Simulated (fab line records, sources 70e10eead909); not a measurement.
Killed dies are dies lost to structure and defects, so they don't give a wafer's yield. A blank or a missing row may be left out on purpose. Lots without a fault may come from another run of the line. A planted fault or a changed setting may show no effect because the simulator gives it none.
Which tool did it? | flow nand_harc | 14 lots, 42 wafers sampled, at 5 steps of a route of 1302

WHAT THE GAUGES READ, wafer by wafer
NHARC_A_ONON_D2_THK_MEAS_11: measures by ellipsometry. Usual: thk_nm 1004 nm, standard deviation 11.
lot  | measured     | on            | thk_nm (nm)    | flag
L412 | day 12 23:41 | film_metro-02 | 1003 1002 1002 |
L413 | day 13 16:44 | film_metro-01 | 1016 1016 1017 |
L414 | day 13 16:46 | film_metro-02 | 1023 1024 1022 |
L416 | day 14 11:38 | film_metro-01 | 999 998 998    |
L417 | day 14 22:37 | film_metro-01 | 991 991 991    |
L418 | day 15 15:41 | film_metro-01 | 1011 1009 1011 |
L419 | day 15 15:40 | film_metro-02 | 999 999 1000   |
L421 | day 16 14:39 | film_metro-01 | 980 980 980    |
L420 | day 16 14:54 | film_metro-01 | 991 991 990    |
L422 | day 17 08:23 | film_metro-02 | 1020 1020 1020 |
L424 | day 18 05:41 | film_metro-01 | 1010 951 952   |
L426 | day 18 15:29 | film_metro-02 | 1024 968 1024  |
L433 | day 22 04:32 | film_metro-02 | 1013 1015 1015 |
L434 | day 22 04:31 | film_metro-01 | 1010 1011 1011 |

NHARC_A_ONON_D2_THK_MEAS_18: measures by ellipsometry. Usual: thk_nm 1000 nm, standard deviation 8.1.
lot  | measured     | on            | thk_nm (nm)    | flag
L412 | day 13 07:59 | film_metro-02 | 1015 1017 1017 |
L413 | day 14 01:19 | film_metro-01 | 996 997 996    |
L414 | day 14 01:19 | film_metro-02 | 1008 1007 1009 |
L416 | day 14 19:35 | film_metro-02 | 1003 1005 1005 |
L417 | day 15 06:53 | film_metro-02 | 1008 1009 1008 |
L418 | day 16 02:43 | film_metro-02 | 1001 1002 999  |
L419 | day 16 02:43 | film_metro-01 | 989 992 989    |
L421 | day 16 23:37 | film_metro-01 | 997 995 997    |
L420 | day 16 23:38 | film_metro-01 | 1006 1005 1003 |
L422 | day 17 19:13 | film_metro-02 | 987 987 986    |
L424 | day 18 12:16 | film_metro-01 | 1007 1007 1005 |
L426 | day 18 23:49 | film_metro-01 | 1005 1005 1006 |
L433 | day 22 12:49 | film_metro-02 | 991 990 990    |
L434 | day 22 12:49 | film_metro-01 | 1007 1006 1005 |

NHARC_A_ONON_D2_THK_MEAS_27: measures by ellipsometry. Usual: thk_nm 998 nm, standard deviation 8.2.
lot  | measured     | on            | thk_nm (nm)    | flag
L412 | day 13 09:40 | film_metro-01 | 1005 1006 1005 |
L413 | day 14 03:01 | film_metro-02 | 990 991 991    |
L414 | day 14 03:01 | film_metro-01 | 1000 999 1001  |
L416 | day 14 21:17 | film_metro-02 | 979 977 978    |
L417 | day 15 08:35 | film_metro-01 | 987 988 989    |
L418 | day 16 04:24 | film_metro-02 | 1013 1012 1013 |
L419 | day 16 04:26 | film_metro-01 | 996 996 997    |
L421 | day 17 01:20 | film_metro-01 | 1000 998 999   |
L420 | day 17 01:20 | film_metro-01 | 1002 1004 1003 |
L422 | day 17 20:56 | film_metro-01 | 992 994 992    |
L424 | day 18 14:07 | film_metro-02 | 1002 1002 1002 |
L426 | day 19 01:32 | film_metro-02 | 1005 1005 1003 |
L433 | day 22 14:31 | film_metro-01 | 988 986 986    |
L434 | day 22 14:30 | film_metro-01 | 1005 1003 1005 |

WHICH TOOL RAN EACH LOT (tool, then ch and the chambers of the sampled wafers, then the start)
lot  | NHARC_A_DECK1_JOINT_CMP_13    | NHARC_A_ONON_D2_DEP_09
L412 | cmp-01 ch 0,2, day 11 23:50   | pecvd_onon-03 ch 0, day 12 23:14
L413 | cmp-03 ch 1,2, day 12 12:02   | pecvd_onon-01 ch 0, day 13 16:17
L414 | cmp-03 ch 2,3, day 12 16:23   | pecvd_onon-03 ch 0, day 13 16:19
L416 | cmp-03 ch 0,2,3, day 13 11:32 | pecvd_onon-01 ch 0, day 14 11:07
L417 | cmp-04 ch 0,2, day 14 00:22   | pecvd_onon-02 ch 0, day 14 22:06
L418 | cmp-03 ch 1,2, day 14 15:16   | pecvd_onon-01 ch 0, day 15 15:10
L419 | cmp-01 ch 0,1,3, day 14 15:16 | pecvd_onon-03 ch 0, day 15 15:10
L421 | cmp-04 ch 1,2,3, day 15 11:46 | pecvd_onon-01 ch 0, day 16 14:08
L420 | cmp-01 ch 1,2, day 15 11:46   | pecvd_onon-03 ch 0, day 16 14:23
L422 | cmp-04 ch 0,1,2, day 16 07:02 | pecvd_onon-01 ch 0, day 17 07:53
L424 | cmp-03 ch 0,1,3, day 17 03:49 | pecvd_onon-01 ch 0, day 18 05:10
L426 | cmp-04 ch 1,2,3, day 17 15:04 | pecvd_onon-01 ch 0, day 18 14:58
L433 | cmp-01 ch 0,1,2, day 20 19:09 | pecvd_onon-03 ch 0, day 22 04:01
L434 | cmp-04 ch 2,3, day 20 19:09   | pecvd_onon-01 ch 0, day 22 04:04
- NHARC_A_DECK1_JOINT_CMP_13: polishes, target thk 51.023 nm.
- NHARC_A_ONON_D2_DEP_09: target thk 1000 nm.

WHAT THE TOOLS THEMSELVES READ (means of the sampled wafers that have a number; where no wafer has one, the mark that the record gives instead)
NHARC_A_DECK1_JOINT_CMP_13. Usual: motor_current_A 12.1 A, standard deviation 1.4; pad_life_wafers 186, standard deviation 95; slurry_filter_dp_kPa 13.49 kPa, standard deviation 0.15; time_to_endpoint_s 7.4 s, standard deviation 2.4.
lot  | tool   | motor_current_A (A) | pad_life_wafers | slurry_filter_dp_kPa (kPa) | time_to_endpoint_s (s) | flag
L412 | cmp-01 | 12.1                | 272             | 13.50                      | 8.5                    |
L413 | cmp-03 | 11.6                | 50              | 13.54                      | 5.2                    |
L414 | cmp-03 | 12.6                | 55              | 13.43                      | 8.8                    |
L416 | cmp-03 | 13.2                | 116             | 13.42                      | 6.1                    |
L417 | cmp-04 | 10.9                | 1               | 13.46                      | 8.8                    |
L418 | cmp-03 | 12.1                | 206             | 13.58                      | 6.3                    |
L419 | cmp-01 | 12.8                | 146             | 13.59                      | 6.9                    |
L421 | cmp-04 | 12.0                | 91              | 13.50                      | 8.6                    |
L420 | cmp-01 | 12.2                | 228             | 13.50                      | 8.4                    |
L422 | cmp-04 | 11.6                | 146             | 13.55                      | 8.5                    |
L424 | cmp-03 | 12.4                | 103             | 13.67                      | 2.4                    |
L426 | cmp-04 | 11.7                | 290             | 13.53                      | 10.9                   |
L433 | cmp-01 | 12.5                | 325             | 13.54                      | 8.5                    |
L434 | cmp-04 | 11.2                | 234             | 13.45                      | 6.8                    |

NHARC_A_ONON_D2_DEP_09. Usual: n2o_flow_sccm 1999 sccm, standard deviation 5.7.
lot  | tool          | n2o_flow_sccm (sccm) | flag
L412 | pecvd_onon-03 | 1996                 |
L413 | pecvd_onon-01 | 1997                 |
L414 | pecvd_onon-03 | 1998                 |
L416 | pecvd_onon-01 | 1998                 |
L417 | pecvd_onon-02 | 2001                 |
L418 | pecvd_onon-01 | 2002                 |
L419 | pecvd_onon-03 | 2001                 |
L421 | pecvd_onon-01 | 2002                 |
L420 | pecvd_onon-03 | 1996                 |
L422 | pecvd_onon-01 | 1994                 |
L424 | pecvd_onon-01 | 2003                 |
L426 | pecvd_onon-01 | 1998                 |
L433 | pecvd_onon-03 | 1997                 |
L434 | pecvd_onon-01 | 2008                 |

THE ANSWER, worked out from the rows above alone
Rule: a lot is off if the mean of its wafers that have a number lies more than 3 standard deviations from the usual mean. A lot without any number at a reading at which 4 lots or more have one is off too. The other lots that the step has rows for count as sound. The gauges are gone through in route order, then the tools' own readings, and for those a lot's mean is taken as printed above. The first step at which some lot is off is used, and at that step the reading that is off furthest; a lot without a number counts as furthest.
No lot is off at any reading shown: from this, nothing can be told.

WHAT THE SIMULATOR HAD PUT IN
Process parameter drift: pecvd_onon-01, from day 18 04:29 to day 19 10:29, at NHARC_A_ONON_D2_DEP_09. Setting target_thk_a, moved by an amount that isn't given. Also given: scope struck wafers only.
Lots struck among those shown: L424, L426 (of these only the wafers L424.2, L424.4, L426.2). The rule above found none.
